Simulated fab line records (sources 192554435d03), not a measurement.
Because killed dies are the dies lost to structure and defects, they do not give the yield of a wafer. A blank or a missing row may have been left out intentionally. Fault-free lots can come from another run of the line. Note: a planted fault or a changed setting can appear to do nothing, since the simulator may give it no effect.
fab line records	flow n5Finfet
[record] lots = 6	wafers = 18	lastDay = 18
route steps=1938 shown HKMG_FIN@437 BEOL_M4@1111 PASSIVATION@1936
lots with no fault: from the same line, run without faults
startH: start of the lot's first displayed wafer, in hours after the record's first day	waitH: hours from the lot's prior step to this one	" unchanged from the row above	L1.1+2: several wafers, shown together as one row	- no value, or no start given	* or withheld: withheld	< > ~ a bound
route shown NAME@n: NAME is a module with steps in the file, n the number in the route of the first one	usual: average and standard deviation across the fault-free wafers	same: alike in all rows	chamber/n: place in a boat	sites: each site's reading	_std_site: their standard deviation	_edge_site: the outer-site mean with the inner-site mean subtracted	radiusMm: how far each site lies from the wafer's centre	mask NAME#n: copy n	behind: the last tool/chamber to shape the wafer	hold: the reason the lot was held/the length of the hold in hours/how it ended	device: the transistor (n, p or np) that didn't switch	end of line: the same wafers' tests at the end of the route	where a step has no rows: the recipe by itself	killed: dies that structure and defects cost at the first sort, which is not the same as the wafer's yield	map: a wafer's dies, x killed, . not, _ none there
set.NAME: setting as actually run; set.NAME@STEP: the setting as run at that earlier step	model.NAME: the simulator's own value behind a step, which no gauge read
lots at selected steps of the route; one table per step, one row per wafer
services: a tool's chamber out of use, with start hour (startH, from the record's first day; less than 0 if before it), hours out, and reason
[[steps]]
[step N5_HKMG_FIN_STRIP_34]
[recipe] chemistry = CF4	resist = SiARC	powerW = 300	biasPowerW = 75	pressureMtorr = 50	cf4FlowSccm = 150	rfFrequencyHz = 6e+07
[usual] chamberPressureMTorr = 50.00/0.046	drypumpMotorCurrentA = 5.7/0.64	oesProductAu = 0.81/0.093	rfVppV = 270.3/1.3	showerheadPlenumPTorr = 1.76/0.043	throttleValvePct = 13.59/0.23
lot.wafer	tool	chamber	startH	waitH	chamberPressureMTorr	drypumpMotorCurrentA	oesProductAu	rfHoursCounterH	rfVppV	showerheadPlenumPTorr	throttleValvePct
L366.2	rieDiel-04	3	81.62	0.0	50.05	5.6	0.89	28	270.8	1.77	13.62
L366.4	"	0	"	"	50.00	5.5	0.77	109	267.9	1.74	13.54
L366.6	"	3	"	"	50.06	5.6	0.90	-	270.6	1.77	13.60
L369.1	rieDiel-06	1	103.25	0.0	49.98	4.8	0.84	65	271.4	1.75	13.49
L369.2	"	3	"	"	50.00	6.7	0.71	239	270.6	1.77	13.96
L369.4	"	2	"	"	50.00	5.3	0.73	193	268.9	1.71	13.81
L374.1	rieDiel-03	2	129.18	0.0	50.09	4.8	0.92	12	270.3	1.77	13.14
L374.3	"	1	"	"	50.02	6.6	0.69	210	269.8	1.71	13.83
L374.4	"	3	"	"	50.07	6.5	0.95	2	274.4	1.89	13.15
L377.2	rieDiel-04	3	150.40	0.0	49.96	5.7	0.84	54	270.7	1.76	13.68
L377.5	"	3	"	"	50.06	5.7	0.85	-	270.2	1.76	13.67
L377.6	"	2	"	"	49.98	5.8	0.69	-	270.9	1.78	13.87
L387.1	rieDiel-06	1	209.34	0.0	50.01	4.8	0.80	105	270.6	1.74	13.61
L387.3	"	0	"	"	50.01	5.1	0.82	73	270.6	1.76	13.56
L387.5	"	3	"	"	50.03	6.6	0.92	-	272.1	1.76	13.48
L388.1	rieDiel-04	1	216.46	0.0	49.99	6.1	0.82	63	269.9	1.76	13.39
L388.4	"	3	"	"	49.92	5.7	0.82	-	269.7	1.75	13.74
L388.5	"	1	"	"	50.10	6.1	0.82	-	270.6	1.76	13.40
[step N5_HKMG_FIN_ETCH_35]
[recipe] chemistry = N2/H2	target = SOC	targetDepthA = 2158	ionEnergyEv = 65	biasW = 5	sourceW = 3000	timeS = 243.4	pressureMtorr = 30	n2FlowSccm = 200	h2FlowSccm = 200
[step N5_HKMG_FIN_STRIP_92]
[recipe] chemistry = N2/H2	material = SOC	timeS = 20	powerW = 500	tempC = 40	pressureMtorr = 50	rfFrequencyHz = 6e+07	biasPowerW = 8	h2Frac = 0.5	n2FlowSccm = 300	h2FlowSccm = 300
[step N5_HKMG_FIN_WET_ETCH_18]
[recipe] chemistry = SC1	target = TiN	mix = 1:1:5	tempC = *	timeS = 55	targetDepthNm = 5.2	dry = ipaMarangoni	rinseTimeS = 30	rinseTempC = 23
[step N5_HKMG_FIN_STRIP_19]
[recipe] chemistry = N2/H2	powerW = 2500	tempC = 300	h2Frac = 0.65	timeS = 360	pressureMtorr = withheld	n2FlowSccm = 1750	h2FlowSccm = 3250
[usual] drypumpMotorCurrentA = 5.77/0.11	heaterPowerW = 413/20	n2FlowSccm = 1751/5.7	tempC = 300.01/0.17
lot.wafer	tool	chamber	startH	waitH	drypumpMotorCurrentA	heaterPowerW	n2FlowSccm	rfHoursCounterH	tempC
L366.2	plasmaAsher-02	1	81.93	0.0	5.93	423	1754	91	300.42
L366.4	"	1	"	"	5.91	424	1761	-	299.81
L366.6	"	0	"	"	5.69	384	1755	-	300.19
L369.1	plasmaAsher-01	0	103.56	0.0	5.81	425	1752	39	299.88
L369.2	"	1	"	"	5.68	430	1756	39	300.07
L369.4	"	0	"	"	5.80	426	1759	-	300.06
L374.1	plasmaAsher-01	0	129.49	0.0	5.81	431	1746	44	300.08
L374.3	"	0	"	"	5.81	421	1753	-	300.14
L374.4	"	1	"	"	5.71	417	1757	-	300.30
L377.2	plasmaAsher-02	0	150.71	0.0	5.65	379	1758	105	300.16
L377.5	"	1	"	"	5.91	428	1739	-	300.15
L377.6	"	0	"	"	5.66	383	1744	-	300.10
L387.1	plasmaAsher-01	0	209.65	0.0	5.83	434	1747	61	299.84
L387.3	"	0	"	"	5.80	415	1746	-	300.13
L387.5	"	0	"	"	5.83	423	1753	-	299.88
L388.1	plasmaAsher-02	0	216.77	0.0	5.68	376	1752	117	299.51
L388.4	"	0	"	"	5.66	388	1747	-	300.09
L388.5	"	1	"	"	5.96	432	1761	-	300.18
[step N5_HKMG_FIN_ALD_91]
[recipe] material = TiN	targetThkA = 10	tempC = 400	aldPrecursorFamily = TiCl4	aldCoReactant = NH3	pulseTimeS = 1	purgeTimeS = 3	coReactantPurgeTimeS = 2	coReactantPulseTimeS = 2	aldCycles = 47	pressureTorr = 3
[usual] aldCycles = 47/0	heaterPowerW = 871/99	precursorPulseHeightRel = 0.998/0.018	susceptorTempC = 399.97/0.2
[same] coReactantPulseTimeS = 2	pulseTimeS = 1
lot.wafer	tool	chamber	startH	waitH	aldCycles	heaterPowerW	precursorPulseHeightRel	susceptorTempC
L366.2	aldMetal-01	3	82.32	0.3	47	928	0.984	400.09
L366.4	"	0	"	"	47	746	0.989	400.27
L366.6	"	0	"	"	47	766	0.991	399.77
L369.1	aldMetal-01	2	103.94	0.3	47	1044	1.025	400.10
L369.2	"	0	"	"	47	754	0.961	399.89
L369.4	"	3	"	"	47	909	0.980	399.68
L374.1	aldMetal-01	0	129.88	0.3	47	738	0.985	400.13
L374.3	"	2	"	"	47	1059	1.006	400.07
L374.4	"	3	"	"	47	923	0.987	399.86
L377.2	aldMetal-02	3	151.10	0.3	47	902	1.015	399.74
L377.5	"	0	"	"	47	983	0.995	399.88
L377.6	"	1	"	"	47	803	1.009	399.92
L387.1	aldMetal-03	3	210.04	0.3	47	721	1.013	399.83
L387.3	"	2	"	"	47	834	0.991	400.08
L387.5	"	1	"	"	47	937	1.006	399.83
L388.1	aldMetal-03	1	217.16	0.3	47	910	1.010	399.91
L388.4	"	2	"	"	47	849	1.006	400.35
L388.5	"	0	"	"	47	842	0.987	399.81
[step N5_HKMG_FIN_COAT_85]
[recipe] resist = SOC	tempC = 250	timeS = 60	spinRpm = 1500	resistThkNm = 300
[step N5_HKMG_FIN_ETCH_86]
[recipe] chemistry = N2/H2	target = SOC	targetDepthA = 3932	stopOn = TiN	ionEnergyEv = 100	biasW = 61	pressureMtorr = 30	sourceW = 850	n2FlowSccm = 200	h2FlowSccm = 200
[step N5_HKMG_FIN_STRIP_89]
[recipe] chemistry = N2/H2	material = SOC	timeS = 20	powerW = 500	tempC = 40	pressureMtorr = 50	rfFrequencyHz = 6e+07	biasPowerW = 8	h2Frac = 0.5	n2FlowSccm = 300	h2FlowSccm = 300
[step N5_HKMG_FIN_WET_ETCH_87]
[recipe] chemistry = SC1	target = TiN	mix = 1:2:40	tempC = 50	timeS = 154.2	targetDepthNm = 4.7	dry = ipaMarangoni	rinseTimeS = 30	rinseTempC = 23
[step N5_HKMG_FIN_STRIP_88]
[recipe] chemistry = N2/H2	powerW = 2500	tempC = 300	h2Frac = 0.65	timeS = 360	pressureMtorr = withheld	n2FlowSccm = 1750	h2FlowSccm = 3250
[usual] drypumpMotorCurrentA = 5.78/0.12	heaterPowerW = 413/19	n2FlowSccm = 1750/4.9	tempC = 300.01/0.2
lot.wafer	tool	chamber	startH	waitH	drypumpMotorCurrentA	heaterPowerW	n2FlowSccm	rfHoursCounterH	tempC
L366.2	plasmaAsher-02	1	82.92	0.0	5.95	420	1742	92	299.96
L366.4	"	1	"	"	5.96	418	1753	-	300.24
L366.6	"	1	"	"	5.94	429	1751	-	300.18
L369.1	plasmaAsher-01	1	104.57	0.0	5.67	429	1748	39	300.27
L369.2	"	0	"	"	5.83	432	1751	39	300.02
L369.4	"	0	"	"	5.84	431	1750	-	300.32
L374.1	plasmaAsher-01	1	130.47	0.0	5.68	421	1751	44	299.85
L374.3	"	1	"	"	5.68	426	1748	-	299.98
L374.4	"	0	"	"	5.81	426	1754	-	299.96
L377.2	plasmaAsher-02	0	151.69	0.0	5.67	386	1752	105	299.73
L377.5	"	0	"	"	5.67	377	1751	-	299.89
L377.6	"	1	"	"	5.94	422	1758	-	299.76
L387.1	plasmaAsher-01	0	210.63	0.0	5.79	430	1750	61	300.01
L387.3	"	1	"	"	5.66	414	1755	-	300.01
L387.5	"	1	"	"	5.66	436	1755	-	299.99
L388.1	plasmaAsher-02	0	217.75	0.0	5.67	392	1744	118	300.39
L388.4	"	0	"	"	5.67	387	1750	-	300.02
L388.5	"	1	"	"	5.97	423	1750	-	300.06
[step N5_HKMG_FIN_NWFM_ALD_20]
[recipe] material = TiAlC	targetThkA = 20	tempC = 300	aldPrecursorFamily = TiCl4	aldCoReactant = TEA	pulseTimeS = 3	purgeTimeS = 2	coReactantPurgeTimeS = 2	coReactantPulseTimeS = 10	aldCycles = 7	pressureTorr = 3
[usual] aldCycles = 7/0	heaterPowerW = 481/56	precursorPulseHeightRel = 0.998/0.02	susceptorTempC = 300.00/0.19
[same] coReactantPulseTimeS = 10	pulseTimeS = 3
lot.wafer	tool	chamber	startH	waitH	aldCycles	heaterPowerW	precursorPulseHeightRel	susceptorTempC
L366.2	aldMetal-03	1	83.30	0.3	7	518	0.981	299.96
L366.4	"	3	"	"	7	393	0.982	300.25
L366.6	"	0	"	"	7	461	0.975	299.86
L369.1	aldMetal-02	2	104.96	0.3	7	440	0.999	299.69
L369.2	"	0	"	"	7	542	1.022	299.91
L369.4	"	3	"	"	7	497	0.991	300.05
L374.1	aldMetal-02	1	130.85	0.3	7	438	1.008	300.03
L374.3	"	0	"	"	7	559	0.988	300.25
L374.4	"	2	"	"	7	434	0.963	300.18
L377.2	aldMetal-02	2	152.07	0.3	7	447	1.017	300.00
L377.5	"	0	"	"	7	532	0.978	299.96
L377.6	"	1	"	"	7	439	0.996	300.47
L387.1	aldMetal-03	1	211.01	0.3	7	504	1.022	299.75
L387.3	"	2	"	"	7	478	1.013	300.27
L387.5	"	2	"	"	7	465	0.984	300.13
L388.1	aldMetal-01	2	218.13	0.3	7	591	1.025	300.09
L388.4	"	3	"	"	7	512	1.021	299.78
L388.5	"	1	"	"	7	553	0.959	299.85
[step N5_HKMG_FIN_ALD_71]
[recipe] material = TiN	targetThkA = 10	tempC = 400	aldPrecursorFamily = TiCl4	aldCoReactant = NH3	pulseTimeS = 1	purgeTimeS = 3	coReactantPurgeTimeS = 2	coReactantPulseTimeS = 2	aldCycles = 47	pressureTorr = 3
[usual] aldCycles = 47/0	heaterPowerW = 861/98	precursorPulseHeightRel = 1.001/0.02	susceptorTempC = 399.98/0.2
[same] coReactantPulseTimeS = 2	pulseTimeS = 1
lot.wafer	tool	chamber	startH	waitH	aldCycles	heaterPowerW	precursorPulseHeightRel	susceptorTempC
L366.2	aldMetal-03	1	83.40	0.0	47	915	1.006	400.40
L366.4	"	3	"	"	47	707	0.984	399.89
L366.6	"	0	"	"	47	850	0.990	400.01
L369.1	aldMetal-02	2	105.06	0.0	47	782	1.001	399.94
L369.2	"	0	"	"	47	994	1.008	400.03
L369.4	"	3	"	"	47	907	0.974	399.89
L374.1	aldMetal-02	1	130.95	0.0	49	809	0.990	400.10
L374.3	"	0	"	"	49	966	1.010	399.89
L374.4	"	2	"	"	49	760	1.000	399.81
L377.2	aldMetal-02	2	152.17	0.0	49	804	0.982	400.31
L377.5	"	0	"	"	49	988	0.976	399.86
L377.6	"	1	"	"	49	789	0.980	399.91
L387.1	aldMetal-03	1	211.11	0.0	47	907	0.980	400.04
L387.3	"	2	"	"	47	824	1.004	399.92
L387.5	"	2	"	"	47	826	1.003	400.06
L388.1	aldMetal-01	2	218.23	0.0	47	1068	0.980	400.51
L388.4	"	3	"	"	47	919	0.996	399.77
L388.5	"	1	"	"	47	979	0.984	400.13
[step N5_HKMG_FIN_COAT_66]
[recipe] resist = SOC	tempC = 250	timeS = 60	spinRpm = 1500	resistThkNm = 300
[step N5_BEOL_M4_RC_MEAS_101]
[usual] DIBL_N = 36.0/1.6	DIBL_P = 36.1/2	IOFF_N = 0.160/0.029	IOFF_P = 0.21/0.039	ION_N = 675/13	ION_P = 464/8.8	SS_N = 71.5/0.58	SS_P = 73.3/0.65	VT_N = 250/3.3	VT_P = -249/3.6
lot.wafer	tool	chamber	startH	waitH	DIBL_N[mV/V]	DIBL_P[mV/V]	IOFF_N[nA/um]	IOFF_P[nA/um]	ION_N[uA/um]	ION_P[uA/um]	SS_N[mV/dec]	SS_P[mV/dec]	VT_N[mV]	VT_P[mV]
L366.2	prober-01	0	169.45	0.2	35.3	33.5	0.136	0.19	666	457	71.1	72.9	254	-250
L366.4	"	0	"	"	35.9	33.5	0.140	0.19	665	456	72.1	73.3	254	-250
L366.6	"	0	"	"	35.9	34.1	0.144	0.20	656	456	71.2	73.1	250	-250
L369.1	prober-02	0	191.04	0.0	32.2	33.8	0.122	0.18	669	465	70.1	72.2	254	-252
L369.2	"	0	"	"	37.0	39.5	0.202	0.27	706	486	72.7	74.6	246	-246
L369.4	"	0	"	"	33.7	35.0	0.134	0.19	668	457	70.6	73.3	253	-250
L374.1	prober-02	0	220.01	0.0	36.2	34.9	0.163	0.21	669	460	71.2	73.3	249	-247
L374.3	"	0	"	"	38.6	37.5	0.209	0.25	681	456	72.4	73.8	246	-248
L374.4	"	0	"	"	39.3	39.8	0.238	0.27	705	476	72.2	74.7	240	-248
L377.2	prober-02	0	238.21	0.2	36.3	34.7	0.162	0.19	677	458	70.9	73.1	249	-252
L377.5	"	0	"	"	37.9	36.9	0.193	0.22	685	466	71.4	73.5	246	-250
L377.6	"	0	"	"	35.0	33.2	0.138	0.18	682	465	70.9	72.7	253	-253
L388.1	prober-01	0	301.85	0.0	37.7	37.7	0.188	0.25	670	463	72.1	73.4	248	-244
L388.4	"	0	"	"	36.6	37.8	0.174	0.26	666	471	72.0	73.7	248	-244
L388.5	"	0	"	"	35.3	35.9	0.151	0.22	675	465	70.9	72.9	249	-248
L387.1	prober-02	0	303.28	0.0	34.6	34.1	0.130	0.18	657	452	71.7	72.8	254	-251
L387.3	"	0	"	"	36.9	38.1	0.192	0.26	674	464	71.4	73.9	248	-246
L387.5	"	0	"	"	33.7	33.0	0.120	0.17	660	454	71.5	72.7	255	-252
[step N5_PASSIVATION_PROBE_49]
[usual] defectLimitedYield = 91.0/1.3	killed_at_M0_to_M3 = 36/9.5	killed_at_M4_up = 14/5.6	killedAtContacts = 12/6.4	killedAtFrontEnd = 40/10	killedAtOther = 3.2/3	killedDies = 107/15	killedOpen = 69/12	killedShort = 35/7.7	sort_bin_5_function = 5.3/0.91	sort_bin_6_memory = 3.3/0.65	sortNPass = 1073/15	sortYieldPct = 91.0/1.3
[same] grossDies = 1180	killedAtBackSide = 0	sort_bin_4_leakage[%] = 0	sort_bin_8_speed[%] = 0
lot.wafer	tool	chamber	startH	waitH	defectLimitedYield[%]	killed_at_M0_to_M3	killed_at_M4_up	killedAtContacts	killedAtFrontEnd	killedAtOther	killedDies	killedOpen	killedShort	sort_bin_5_function[%]	sort_bin_6_memory[%]	sortNPass	sortYieldPct[%]
L387.1	prober-01	-	421.58	0.0	89.5	37	21	5	60	1	124	75	41	6.1	3.6	1056	89.5
L387.3	prober-01	-	421.68	0.1	90.2	35	9	14	58	0	116	69	47	5.3	4.0	1064	90.2
L387.5	prober-01	-	421.78	0.2	90.3	46	17	2	49	0	114	72	33	5.8	3.1	1066	90.3
// killed by level:class
L387.1 FIN_SAQP:geometricParticle:open=14 FIN_SAQP:geometricParticle:short=12 BEOL_M0_SAQP:geometricParticle:short=12 BEOL_M0_SAQP:geometricParticle:open=10 STI_FIN_REVEAL:geometricParticle:open=9 DUMMY_GATE:geometricParticle:open=8 BEOL_M1:geometricParticle:open=6 BEOL_M4:geometricParticle:open=6
L387.3 FIN_SAQP:geometricParticle:short=11 FIN_SAQP:geometricParticle:open=10 STI_FIN_REVEAL:geometricParticle:open=10 MOL_CONTACT_COAG:geometricParticle:open=10 BEOL_M0_SAQP:geometricParticle:short=10 BEOL_M2:geometricParticle:open=9 ILD0:geometricParticle:open=5 BEOL_M4:geometricParticle:open=5
L387.5 BEOL_M0_SAQP:geometricParticle:short=13 BEOL_M0_SAQP:geometricParticle:open=12 DUMMY_GATE:geometricParticle:open=9 FIN_SAQP:geometricParticle:open=8 STI_FIN_REVEAL:geometricParticle:open=8 BEOL_M4:geometricParticle:open=7 BEOL_M0:geometricParticle:open=7 HKMG_FIN:areaEtch=7
[[services]]
tool	chamber	startH	hours	kind
rieDiel-03	2	78.36	-	clean
rieDiel-03	2	78.36	-	consumableReplace:focusRing
rieDiel-03	2	78.36	23.1	scheduledDown
rieDiel-03	2	78.36	23.1	ventCycle
rieDiel-06	3	81.71	6.0	repair
rieDiel-03	-	97.60	2.8	pm
rieDiel-03	3	101.64	-	clean
rieDiel-03	3	101.64	-	consumableReplace:focusRing
aldMetal-03	-	103.90	0.6	repair
rieDiel-04	1	120.81	9.9	repair
aldMetal-02	3	120.85	3.3	repair
rieDiel-06	3	135.20	-	clean
rieDiel-06	3	135.20	-	consumableReplace:focusRing
rieDiel-06	3	135.20	16.4	scheduledDown
rieDiel-06	3	135.20	16.4	ventCycle
rieDiel-04	0	148.13	8.1	repair
plasmaAsher-02	-	152.51	4.4	repair
aldMetal-02	-	160.91	2.8	pm
aldMetal-01	1	166.47	37.5	repair
aldMetal-01	-	174.89	1.0	repair
plasmaAsher-01	-	181.70	2.5	repair
plasmaAsher-01	-	190.16	5.4	repair
aldMetal-03	-	194.52	6.0	pm
aldMetal-01	-	202.97	0.9	repair
[[key]]
[firstSign] step = N5_HKMG_FIN_ALD_71	reading = aldCycles	direction = up	sigmas = 99+	usual = *	struck = *
effect none on later readings
metAt N5_HKMG_FIN_ALD_71
struckWafers L374.1,L374.3,L374.4,L377.2,L377.5,L377.6
onsetBetween 105.06 130.95
[fault] kind = processParameterDrift	tool = aldMetal-02	chamber = -	onsetH = 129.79	steps = N5_HKMG_FIN_ALD_71	channel = aldCycles	offset = *	shape = step	endH = 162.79	actsIn = *	stated = *
